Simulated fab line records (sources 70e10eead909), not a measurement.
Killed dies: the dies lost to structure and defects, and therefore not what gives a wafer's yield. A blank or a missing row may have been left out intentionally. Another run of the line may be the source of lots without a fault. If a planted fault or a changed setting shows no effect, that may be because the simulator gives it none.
What tool caused it?	flow nandHarc	Sampling: 24 lots, 72 wafers, 6 of 1302 route steps

== WHAT EACH GAUGE READ, for each wafer ==
The record holds no reading of a measuring or inspecting step that can be judged against a usual standard deviation.

== WHICH TOOL RAN EACH LOT (tool, then ch and the chambers of the sampled wafers, then the start) ==
lot	NHARC_A_STAIRCASE_DESCUM_168	NHARC_A_STAIRCASE_ETCH_17	NHARC_A_STAIRCASE_STRIP_238	NHARC_A_STAIRCASE_ETCH_253	NHARC_A_STAIRCASE_ETCH_271	NHARC_A_STAIRCASE_DEP_301
L074	rieDiel-08 ch 0,3, day 15 12:37	rieDiel-08 ch 1,2, day 16 00:40 or earlier	plasmaAsher-01 ch 0,1, day 16 00:40	rieDiel-07 ch 0,1,3, day 16 02:08	rieDiel-12 ch 0,1,2, day 16 05:59	pecvd-01 ch 0,2, day 16 18:54
L076	rieDiel-07 ch 0,1,2, day 16 08:20	rieDiel-07 ch 1,2,3, day 16 20:50 or earlier	plasmaAsher-01 ch 0,1, day 16 20:50	rieDiel-12 ch 0,1,2, day 17 01:19	rieDiel-08 ch 0,1,3, day 17 06:26	pecvd-04 ch 1,2, day 17 20:50
L075	rieDiel-07 ch 0,2, day 16 08:47	rieDiel-12 ch 1,2,3, day 16 21:07 or earlier	plasmaAsher-01 ch 0,1, day 16 21:07	rieDiel-07 ch 1,2, day 16 22:43	rieDiel-07 ch 1,2, day 17 05:29	pecvd-01 ch 0,1, day 17 20:38
L077	rieDiel-07 ch 0,2, day 16 23:53	rieDiel-07 ch 1,3, day 17 11:52 or earlier	plasmaAsher-01 ch 1, day 17 11:52	rieDiel-07 ch 1,2, day 17 13:28	rieDiel-08 ch 1,2,3, day 17 21:17	pecvd-01 ch 0,1,2, day 18 07:41
L079	rieDiel-08 ch 1,2,3, day 17 12:53	rieDiel-08 ch 1,2,3, day 18 05:23 or earlier	plasmaAsher-01 ch 0,1, day 18 05:23	rieDiel-08 ch 0,2,3, day 18 06:59	rieDiel-08 ch 0,1,2, day 18 14:42	pecvd-04 ch 1,2, day 19 02:44
L078	rieDiel-08 ch 0,2,3, day 17 13:03	rieDiel-07 ch 2,3, day 18 05:13 or earlier	plasmaAsher-02 ch 0,1, day 18 05:13	rieDiel-08 ch 1,2,3, day 18 06:46	rieDiel-07 ch 0,2,3, day 18 10:36	pecvd-01 ch 0,1,2, day 18 23:01
L080	rieDiel-07 ch 0,1,2, day 17 23:09	rieDiel-08 ch 0,1,3, day 18 10:20 or earlier	plasmaAsher-01 ch 0,1, day 18 10:20	rieDiel-08 ch 1,2,3, day 18 11:56	rieDiel-07 ch 0,1,2, day 18 16:11	pecvd-01 ch 1,2, day 19 02:59
L081	rieDiel-08 ch 0,1, day 18 22:25	rieDiel-08 ch 2,3, day 19 10:35 or earlier	plasmaAsher-01 ch 0,1, day 19 10:35	rieDiel-07 ch 1,3, day 19 12:05	rieDiel-08 ch 0,1, day 19 15:55	pecvd-01 ch 0,1,2, day 20 04:27
L082	rieDiel-07 ch 1,3, day 19 01:51	rieDiel-08 ch 0,3, day 19 16:05 or earlier	plasmaAsher-01 ch 0, day 19 16:05	rieDiel-07 ch 0,1,2, day 19 17:43	rieDiel-07 ch 0,3, day 19 21:31	pecvd-04 ch 0,1,2, day 20 10:49
L083	rieDiel-07 ch 2,3, day 19 16:47	rieDiel-08 ch 0,2,3, day 20 05:58 or earlier	plasmaAsher-01 ch 0,1, day 20 05:58	rieDiel-07 ch 1,2,3, day 20 07:28	rieDiel-08 ch 0,1, day 20 15:20	pecvd-01 ch 0,1,2, day 21 06:17
L084	rieDiel-08 ch 0,1,2, day 20 01:53	rieDiel-12 ch 0,1,2, day 20 13:39 or earlier	plasmaAsher-02 ch 0,1, day 20 13:39	rieDiel-07 ch 0,2, day 20 15:07	rieDiel-12 ch 0,1,2, day 20 23:19	pecvd-04 ch 0,2, day 21 11:47
L085	rieDiel-12 ch 1,2,3, day 20 05:37	rieDiel-12 ch 0,1,3, day 20 17:42 or earlier	plasmaAsher-02 ch 0, day 20 17:42	rieDiel-12 ch 1,3, day 20 23:23	rieDiel-07 ch 1,3, day 21 03:04	pecvd-04 ch 0,1,2, day 21 19:52
L087	rieDiel-12 ch 0,1,3, day 20 11:14	rieDiel-07 ch 0,2,3, day 21 02:53 or earlier	plasmaAsher-02 ch 0,1, day 21 02:53	rieDiel-08 ch 1,3, day 21 04:29	rieDiel-12 ch 1,2, day 21 09:10	pecvd-02 ch 0,2, day 21 23:07
L086	rieDiel-08 ch 0,1,2, day 20 11:23	rieDiel-08 ch 1,2,3, day 21 03:26 or earlier	plasmaAsher-01 ch 0,1, day 21 03:26	rieDiel-12 ch 0,2,3, day 21 05:02	rieDiel-08 ch 1,2,3, day 21 10:26	pecvd-01 ch 1,2, day 22 01:40
L088	rieDiel-07 ch 0,1,3, day 21 17:11	rieDiel-08 ch 1,2,3, day 22 05:00 or earlier	plasmaAsher-01 ch 0,1, day 22 05:00	rieDiel-07 ch 1,2,3, day 22 06:29	rieDiel-08 ch 0,1, day 22 10:31	pecvd-02 ch 1,2, day 22 20:27
L089	rieDiel-08 ch 0,2,3, day 21 17:19	rieDiel-12 ch 0,3, day 22 06:06 or earlier	plasmaAsher-02 ch 0,1, day 22 06:06	rieDiel-08 ch 2,3, day 22 07:40	rieDiel-08 ch 0,1, day 22 13:01	pecvd-01 ch 0,1, day 22 22:58
L090	rieDiel-08 ch 1,2, day 22 12:04	rieDiel-12 ch 0,3, day 22 23:53 or earlier	plasmaAsher-02 ch 0,1, day 22 23:53	rieDiel-08 ch 0,2,3, day 23 01:19	rieDiel-07 ch 2,3, day 23 07:14	pecvd-02 ch 0,1,2, day 23 17:55
L091	rieDiel-07 ch 0,2,3, day 22 23:34	rieDiel-12 ch 0,1, day 23 13:37 or earlier	plasmaAsher-01 ch 0, day 23 13:37	rieDiel-12 ch 0,1, day 23 15:18	rieDiel-07 ch 0,2,3, day 23 20:55	pecvd-02 ch 0,1,2, day 24 08:14
L092	rieDiel-08 ch 1,3, day 22 23:43	rieDiel-08 ch 0,1, day 23 14:14 or earlier	plasmaAsher-02 ch 0,1, day 23 14:14	rieDiel-08 ch 0,1,2, day 23 15:47	rieDiel-07 ch 0,2, day 23 20:58	pecvd-01 ch 1,2, day 24 08:32
L093	rieDiel-12 ch 0,1,3, day 23 14:08	rieDiel-12 ch 0,2, day 24 05:08 or earlier	plasmaAsher-01 ch 0,1, day 24 05:08	rieDiel-08 ch 1,2, day 24 07:01	rieDiel-07 ch 0,1,2, day 24 11:10	pecvd-04 ch 0,1,2, day 25 01:23
L094	rieDiel-12 ch 2,3, day 23 18:02	rieDiel-12 ch 0,2,3, day 24 11:10 or earlier	plasmaAsher-01 ch 0,1, day 24 11:10	rieDiel-08 ch 0,1,2, day 24 12:46	rieDiel-07 ch 0,1,3, day 24 18:45	pecvd-04 ch 1,2, day 25 05:07
L096	rieDiel-07 ch 0,2,3, day 24 18:03	rieDiel-12 ch 0,2,3, day 25 05:50 or earlier	plasmaAsher-01 ch 0,1, day 25 05:50	rieDiel-07 ch 0,1,3, day 25 07:17	rieDiel-08 ch 0,1,2, day 25 10:56	pecvd-01 ch 0,2, day 25 21:15
L095	rieDiel-08 ch 0,2, day 24 18:14	rieDiel-12 ch 0,1,2, day 25 06:03 or earlier	plasmaAsher-02 ch 0,1, day 25 06:03	rieDiel-08 ch 0,2, day 25 07:26	rieDiel-07 ch 0,1,3, day 25 12:47	pecvd-04 ch 1,2, day 25 23:02
L097	rieDiel-07 ch 0,3, day 25 21:40	rieDiel-12 ch 0,2,3, day 26 10:29 or earlier	plasmaAsher-01 ch 0,1, day 26 10:29	rieDiel-07 ch 0,3, day 26 11:58	rieDiel-12 ch 0,1,3, day 26 16:00	pecvd-02 ch 1,2, day 27 13:17
- NHARC_A_STAIRCASE_DESCUM_168: chemistry O2, time 3 s.
- NHARC_A_STAIRCASE_ETCH_17: etches the open film in C4F8/O2, target depth 100 nm, time 40.5 s.
- NHARC_A_STAIRCASE_STRIP_238: strips in O2.
- NHARC_A_STAIRCASE_ETCH_253: etches the open film in C4F8/O2, target depth 50 nm, time 20.2 s.
- NHARC_A_STAIRCASE_ETCH_271: etches the open film in CF4/CHF3.
- NHARC_A_STAIRCASE_DEP_301: deposits SiON, target thk 30 nm.

== WHAT THE TOOLS THEMSELVES READ (means of the sampled wafers that have a number; where no wafer has one, the mark that the record gives instead) ==
NHARC_A_STAIRCASE_DESCUM_168. Usual: drypumpMotorCurrentA 5.8 A, standard deviation 0.42; o2FlowSccm 200.0 sccm, standard deviation 0.57; oesProductAu 0.999 a.u., standard deviation 0.012; rfVppV 57.5 V, standard deviation 0.96; showerheadPlenumPTorr 1.88 Torr, standard deviation 0.071; throttleValvePct 11.311 %, standard deviation 0.0089.
lot	tool	drypumpMotorCurrentA (A)	o2FlowSccm (sccm)	oesProductAu (a.u.)	rfVppV (V)	showerheadPlenumPTorr (Torr)	throttleValvePct (%)	flag
L074	rieDiel-08	6.0	200.6	0.992	57.1	1.85	11.315	
L076	rieDiel-07	6.0	199.6	1.003	57.9	1.88	11.310	
L075	rieDiel-07	5.8	200.2	0.990	57.5	1.89	11.304	
L077	rieDiel-07	5.9	200.1	1.007	56.4	1.90	11.313	
L079	rieDiel-08	5.9	200.2	1.000	58.2	1.94	11.311	
L078	rieDiel-08	6.0	200.1	0.990	57.7	1.91	11.321	
L080	rieDiel-07	6.0	200.4	1.000	58.8	1.87	11.307	
L081	rieDiel-08	5.5	200.4	1.013	56.4	1.82	11.306	
L082	rieDiel-07	5.8	200.3	0.999	56.6	1.83	11.301	
L083	rieDiel-07	5.2	200.0	1.007	56.8	1.85	11.316	
L084	rieDiel-08	5.7	200.4	0.998	56.9	1.86	11.313	
L085	rieDiel-12	5.8	199.1	0.990	57.4	1.92	11.314	
L087	rieDiel-12	5.8	199.9	0.984	57.6	1.89	11.303	
L086	rieDiel-08	5.7	200.5	1.002	57.2	1.86	11.312	
L088	rieDiel-07	5.7	199.9	1.002	58.3	1.84	11.310	
L089	rieDiel-08	6.0	199.8	1.001	57.9	1.90	11.303	
L090	rieDiel-08	5.6	199.8	1.008	58.0	1.87	11.311	
L091	rieDiel-07	5.5	199.9	0.998	57.6	1.86	11.316	
L092	rieDiel-08	6.1	200.5	1.006	58.3	1.93	11.305	
L093	rieDiel-12	5.8	199.8	0.991	57.6	1.88	11.315	
L094	rieDiel-12	5.9	199.8	0.996	58.2	1.95	11.307	
L096	rieDiel-07	5.5	200.3	0.993	57.1	1.85	11.316	
L095	rieDiel-08	5.8	200.0	1.006	58.1	2.03	11.307	
L097	rieDiel-07	5.2	200.2	0.994	56.7	1.82	11.317	

NHARC_A_STAIRCASE_ETCH_17. Usual: oesProductAu 0.944 a.u., standard deviation 0.013; rfVppV 894 V, standard deviation 4.4.
lot	tool	oesProductAu (a.u.)	rfVppV (V)	flag
L074	rieDiel-08	0.946	897	
L076	rieDiel-07	0.947	891	
L075	rieDiel-12	0.945	897	
L077	rieDiel-07	0.946	890	
L079	rieDiel-08	0.946	896	
L078	rieDiel-07	0.952	892	
L080	rieDiel-08	0.945	893	
L081	rieDiel-08	0.950	900	
L082	rieDiel-08	0.948	892	
L083	rieDiel-08	0.941	896	
L084	rieDiel-12	0.929	895	
L085	rieDiel-12	0.938	895	
L087	rieDiel-07	0.943	893	
L086	rieDiel-08	0.939	897	
L088	rieDiel-08	0.964	897	
L089	rieDiel-12	0.941	896	
L090	rieDiel-12	0.947	894	
L091	rieDiel-12	0.930	892	
L092	rieDiel-08	0.948	889	
L093	rieDiel-12	0.947	893	
L094	rieDiel-12	0.954	896	
L096	rieDiel-12	0.933	896	
L095	rieDiel-12	0.937	893	
L097	rieDiel-12	0.945	896	

NHARC_A_STAIRCASE_STRIP_238. Usual: drypumpMotorCurrentA 6.0 A, standard deviation 0.49; heaterPowerW 348 W, standard deviation 33.
lot	tool	drypumpMotorCurrentA (A)	heaterPowerW (W)	flag
L074	plasmaAsher-01	6.1	325	
L076	plasmaAsher-01	6.4	327	
L075	plasmaAsher-01	6.1	330	
L077	plasmaAsher-01	5.8	329	
L079	plasmaAsher-01	6.1	324	
L078	plasmaAsher-02	5.5	379	
L080	plasmaAsher-01	6.4	330	
L081	plasmaAsher-01	6.4	324	
L082	plasmaAsher-01	6.7	324	
L083	plasmaAsher-01	6.1	329	
L084	plasmaAsher-02	5.6	395	
L085	plasmaAsher-02	5.4	395	
L087	plasmaAsher-02	5.5	392	
L086	plasmaAsher-01	6.1	324	
L088	plasmaAsher-01	6.4	325	
L089	plasmaAsher-02	5.6	397	
L090	plasmaAsher-02	5.5	400	
L091	plasmaAsher-01	6.7	323	
L092	plasmaAsher-02	5.5	399	
L093	plasmaAsher-01	6.4	325	
L094	plasmaAsher-01	6.1	319	
L096	plasmaAsher-01	6.4	318	
L095	plasmaAsher-02	5.4	399	
L097	plasmaAsher-01	6.4	316	

NHARC_A_STAIRCASE_ETCH_253. Usual: oesProductAu 0.951 a.u., standard deviation 0.021; rfVppV 895 V, standard deviation 4.7.
lot	tool	oesProductAu (a.u.)	rfVppV (V)	flag
L074	rieDiel-07	0.961	892	
L076	rieDiel-12	0.939	895	
L075	rieDiel-07	0.934	894	
L077	rieDiel-07	0.969	893	
L079	rieDiel-08	0.958	896	
L078	rieDiel-08	0.934	898	
L080	rieDiel-08	0.971	897	
L081	rieDiel-07	0.959	890	
L082	rieDiel-07	0.975	894	
L083	rieDiel-07	0.972	892	
L084	rieDiel-07	0.957	894	
L085	rieDiel-12	0.909	896	
L087	rieDiel-08	0.962	893	
L086	rieDiel-12	0.921	896	
L088	rieDiel-07	0.963	893	
L089	rieDiel-08	0.930	900	
L090	rieDiel-08	0.931	895	
L091	rieDiel-12	0.969	892	
L092	rieDiel-08	0.973	892	
L093	rieDiel-08	0.956	893	
L094	rieDiel-08	0.968	898	
L096	rieDiel-07	0.927	891	
L095	rieDiel-08	0.927	900	
L097	rieDiel-07	0.968	890	

NHARC_A_STAIRCASE_ETCH_271. Usual: drypumpMotorCurrentA 5.8 A, standard deviation 0.42; oesProductAu 0.957 a.u., standard deviation 0.025; rfVppV 369.5 V, standard deviation 1.9; showerheadPlenumPTorr 1.54 Torr, standard deviation 0.051; throttleValvePct 16.801 %, standard deviation 0.0094.
lot	tool	drypumpMotorCurrentA (A)	oesProductAu (a.u.)	rfVppV (V)	showerheadPlenumPTorr (Torr)	throttleValvePct (%)	flag
L074	rieDiel-12	5.8	0.952	369.9	1.56	16.806	
L076	rieDiel-08	5.9	0.966	369.0	1.54	16.796	
L075	rieDiel-07	6.0	0.973	369.8	1.55	16.796	
L077	rieDiel-08	5.9	0.962	371.3	1.59	16.799	
L079	rieDiel-08	5.7	0.974	368.6	1.53	16.807	
L078	rieDiel-07	5.5	0.966	370.3	1.54	16.805	
L080	rieDiel-07	6.0	0.974	369.9	1.54	16.803	
L081	rieDiel-08	5.6	0.952	367.9	1.50	16.794	
L082	rieDiel-07	5.2	0.977	368.2	1.52	16.800	
L083	rieDiel-08	5.6	1.002	368.4	1.49	16.798	
L084	rieDiel-12	5.7	0.930	370.1	1.55	16.802	
L085	rieDiel-07	5.3	0.975	367.5	1.50	16.799	
L087	rieDiel-12	5.7	0.912	371.1	1.58	16.796	
L086	rieDiel-08	5.9	0.969	370.8	1.58	16.802	
L088	rieDiel-08	5.7	0.976	366.3	1.48	16.804	
L089	rieDiel-08	5.5	0.981	367.3	1.49	16.796	
L090	rieDiel-07	5.6	0.920	369.4	1.54	16.795	
L091	rieDiel-07	5.5	0.922	368.6	1.53	16.803	
L092	rieDiel-07	5.9	0.928	369.6	1.55	16.793	
L093	rieDiel-07	6.1	0.925	369.6	1.53	16.804	
L094	rieDiel-07	5.7	0.970	368.4	1.51	16.804	
L096	rieDiel-08	5.7	0.964	371.6	1.60	16.807	
L095	rieDiel-07	5.7	0.960	369.8	1.51	16.809	
L097	rieDiel-12	5.8	0.957	370.0	1.54	16.798	

NHARC_A_STAIRCASE_DEP_301. Usual: 796 W for heaterPowerW, sd 100.
lot	tool	heaterPowerW (W)	flag
L074	pecvd-01	731	
L076	pecvd-04	900	
L075	pecvd-01	816	
L077	pecvd-01	750	
L079	pecvd-04	908	
L078	pecvd-01	798	
L080	pecvd-01	624	
L081	pecvd-01	759	
L082	pecvd-04	795	
L083	pecvd-01	743	
L084	pecvd-04	760	
L085	pecvd-04	871	
L087	pecvd-02	864	
L086	pecvd-01	655	
L088	pecvd-02	768	
L089	pecvd-01	801	
L090	pecvd-02	829	
L091	pecvd-02	799	
L092	pecvd-01	689	
L093	pecvd-04	832	
L094	pecvd-04	806	
L096	pecvd-01	759	
L095	pecvd-04	905	
L097	pecvd-02	707	

== THE ANSWER, worked out from the rows above alone ==
Rule: lot off if the mean of its wafers having a number is beyond 3 standard deviations from the usual mean. Also off: a lot with no number at a reading for which 4 or more lots have one. The other lots that the step has rows for count as sound. The gauges are gone through in route order, then the tools' own readings, and for those a lot's mean is taken as printed above. At the first step where some lot is off, the reading lying furthest off is the one used; lots without a number count as furthest.
Nothing can be told from this: no lot is off at any reading shown.

== WHAT HAD BEEN PUT IN BY THE SIMULATOR ==
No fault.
